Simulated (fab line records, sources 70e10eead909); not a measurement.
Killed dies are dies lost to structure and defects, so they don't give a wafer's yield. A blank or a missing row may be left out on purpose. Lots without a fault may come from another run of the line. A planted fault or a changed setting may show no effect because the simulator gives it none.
Which tool did it? | flow nand_harc | 14 lots, 42 wafers sampled, at 5 steps of a route of 1302

WHAT THE GAUGES READ, wafer by wafer
NHARC_HYBRID_BOND_OVL_MEAS_05.
lot  | measured     | on         | overlay_x_nm (nm) | overlay_y_nm (nm)
L943 | day 23 09:23 | overlay-02 | 28 -7 60          | 37 49 -19
L944 | day 23 20:06 | overlay-01 | -40 -44 -9        | 8 23 27
L946 | day 24 11:38 | overlay-02 | -30 23 12         | -1 27 -39
L948 | day 25 01:30 | overlay-01 | 18 -24 8          | 14 2 -3
L949 | day 26 12:41 | overlay-01 | -21 55 41         | 3 -13 18
L954 | day 27 05:34 | overlay-02 | 12 33 26          | -15 -2 49
L951 | day 27 09:58 | overlay-02 | -34 -9 11         | 6 47 -46
L953 | day 27 09:59 | overlay-02 | -23 41 -19        | 1 -35 27
L958 | day 29 18:07 | overlay-01 | 46 10 -19         | -8 2 -27
L957 | day 30 09:48 | overlay-02 | -16 -42 -54       | 15 16 57
L962 | day 30 18:29 | overlay-02 | 52 -43 -35        | 12 -57 13
L964 | day 32 10:56 | overlay-02 | -33 -17 31        | -56 50 56
L966 | day 33 00:51 | overlay-02 | 13 -12 -18        | 15 -2 -13
L965 | day 34 13:27 | overlay-01 | 17 -16 -19        | -3 -51 -12

NHARC_END_SORT_01.
lot  | measured     | on        | killed_at_array | killed_at_other | killed_at_periphery | killed_dies | killed_open | killed_short
L949 | day 27 07:34 | prober-02 | 35 52 48        | 0 0 0           | 1 3 0               | 36 55 48    | 1 1 4       | 0 0 1
L953 | day 28 07:02 | prober-01 | 34 32 38        | 1 1 0           | 4 8 7               | 39 41 45    | 2 2 2       | 2 2 2
L957 | day 31 03:28 | prober-01 | 116 75 119      | 4 1 2           | 1 2 3               | 121 78 124  | 6 2 3       | 2 2 3
L962 | day 31 14:07 | prober-02 | 130 100 165     | 0 1 0           | 3 1 4               | 133 102 169 | 1 3 3       | 1 1 4

WHICH TOOL RAN EACH LOT (tool, then ch and the chambers of the sampled wafers, then the start)
lot  | NHARC_A_CONTACT_ETCH_124             | NHARC_THIN_TSV_STRIP_62              | NHARC_THIN_TSV_ANNEAL_52
L943 | har_cap_etch-02 ch 0,1, day 21 18:16 | plasma_asher-02 ch 0,1, day 23 14:57 | rtp_anneal-01 ch 0, day 23 16:20
L944 | har_cap_etch-02 ch 0,1, day 22 09:03 | plasma_asher-01 ch 0,1, day 24 02:38 | rtp_anneal-02 ch 0, day 24 04:01
L946 | har_cap_etch-03 ch 0,1, day 22 20:10 | plasma_asher-02 ch 0,1, day 24 17:03 | rtp_anneal-02 ch 0, day 24 18:28
L948 | har_cap_etch-01 ch 0,1, day 23 11:07 | plasma_asher-01 ch 0,1, day 25 07:59 | rtp_anneal-01 ch 0, day 25 09:20
L949 | har_cap_etch-02 ch 0,1, day 24 19:35 | plasma_asher-02 ch 0,1, day 26 18:07 | rtp_anneal-01 ch 0, day 26 19:29
L954 | har_cap_etch-02 ch 0,1, day 25 12:55 | plasma_asher-01 ch 0,1, day 27 10:56 | rtp_anneal-02 ch 0, day 27 12:18
L951 | har_cap_etch-03 ch 0,1, day 25 15:10 | plasma_asher-02 ch 0, day 27 15:26   | rtp_anneal-02 ch 0, day 27 16:49
L953 | har_cap_etch-01 ch 0,1, day 25 16:05 | plasma_asher-01 ch 0,1, day 27 17:41 | rtp_anneal-01 ch 0, day 27 19:03
L958 | har_cap_etch-02 ch 0,1, day 28 00:46 | plasma_asher-01 ch 0,1, day 29 23:29 | rtp_anneal-01 ch 0, day 30 00:53
L957 | har_cap_etch-02 ch 0,1, day 28 10:38 | plasma_asher-02 ch 0,1, day 30 15:04 | rtp_anneal-01 ch 0, day 30 16:25
L962 | har_cap_etch-02 ch 0,1, day 29 03:50 | plasma_asher-02 ch 0,1, day 31 00:04 | rtp_anneal-01 ch 0, day 31 01:28
L964 | har_cap_etch-03 ch 0, day 30 11:26   | plasma_asher-01 ch 0,1, day 32 16:11 | rtp_anneal-02 ch 0, day 32 17:32
L966 | har_cap_etch-02 ch 0,1, day 31 11:01 | plasma_asher-01 ch 0,1, day 33 06:22 | rtp_anneal-02 ch 0, day 33 07:47
L965 | har_cap_etch-03 ch 0,1, day 32 22:38 | plasma_asher-01 ch 0, day 34 18:48   | rtp_anneal-01 ch 0, day 34 20:12
- NHARC_A_CONTACT_ETCH_124: etches the open film in C4F8/O2/Ar, time 140 s, target depth 700 nm.
- NHARC_THIN_TSV_STRIP_62: strips in N2/H2, time 20 s.
- NHARC_THIN_TSV_ANNEAL_52: time 90 s.

WHAT THE TOOLS THEMSELVES READ (means of the sampled wafers that have a number; where no wafer has one, the mark that the record gives instead)
NHARC_THIN_TSV_STRIP_62.
lot  | tool            | drypump_motor_current_A (A) | heater_power_w (W)
L943 | plasma_asher-02 | 6.1                         | 350
L944 | plasma_asher-01 | 5.7                         | 307
L946 | plasma_asher-02 | 5.7                         | 353
L948 | plasma_asher-01 | 5.7                         | 308
L949 | plasma_asher-02 | 5.7                         | 361
L954 | plasma_asher-01 | 5.7                         | 288
L951 | plasma_asher-02 | 5.2                         | 355
L953 | plasma_asher-01 | 5.7                         | 288
L958 | plasma_asher-01 | 5.7                         | 289
L957 | plasma_asher-02 | 6.1                         | 370
L962 | plasma_asher-02 | 6.2                         | 376
L964 | plasma_asher-01 | 5.7                         | 315
L966 | plasma_asher-01 | 5.7                         | 299
L965 | plasma_asher-01 | 5.7                         | 340

NHARC_THIN_TSV_ANNEAL_52.
lot  | tool          | wafer_temp_C_max
L943 | rtp_anneal-01 | 225.91
L944 | rtp_anneal-02 | 225.58
L946 | rtp_anneal-02 | 225.37
L948 | rtp_anneal-01 | 225.82
L949 | rtp_anneal-01 | 225.71
L954 | rtp_anneal-02 | 225.52
L951 | rtp_anneal-02 | 225.55
L953 | rtp_anneal-01 | 225.80
L958 | rtp_anneal-01 | 225.73
L957 | rtp_anneal-01 | 225.92
L962 | rtp_anneal-01 | 225.64
L964 | rtp_anneal-02 | 225.56
L966 | rtp_anneal-02 | 225.64
L965 | rtp_anneal-01 | 225.96

THE ANSWER, worked out from the rows above alone
Rule: what is usual is taken from the lots themselves. Put in order of their means at a reading, lots are off if they are a third of the lots or fewer, leave a main group of 4 or more, and stand apart from it by a gap of 3 or more times the standard deviation of the main group's means; of several such gaps the widest counts. A main group whose means are all the same, to the digits that the tables above print for the reading, isn't used. A lot without any number at a reading at which 4 lots or more have one is off too. The other lots that the step has rows for count as sound. The gauges are gone through in route order, then the tools' own readings, and for those a lot's mean is taken as printed above. The first step at which some lot is off is used, and at that step the reading that is off furthest; a lot without a number counts as furthest.
No lot is off at any reading shown: from this, nothing can be told.

WHAT THE SIMULATOR HAD PUT IN
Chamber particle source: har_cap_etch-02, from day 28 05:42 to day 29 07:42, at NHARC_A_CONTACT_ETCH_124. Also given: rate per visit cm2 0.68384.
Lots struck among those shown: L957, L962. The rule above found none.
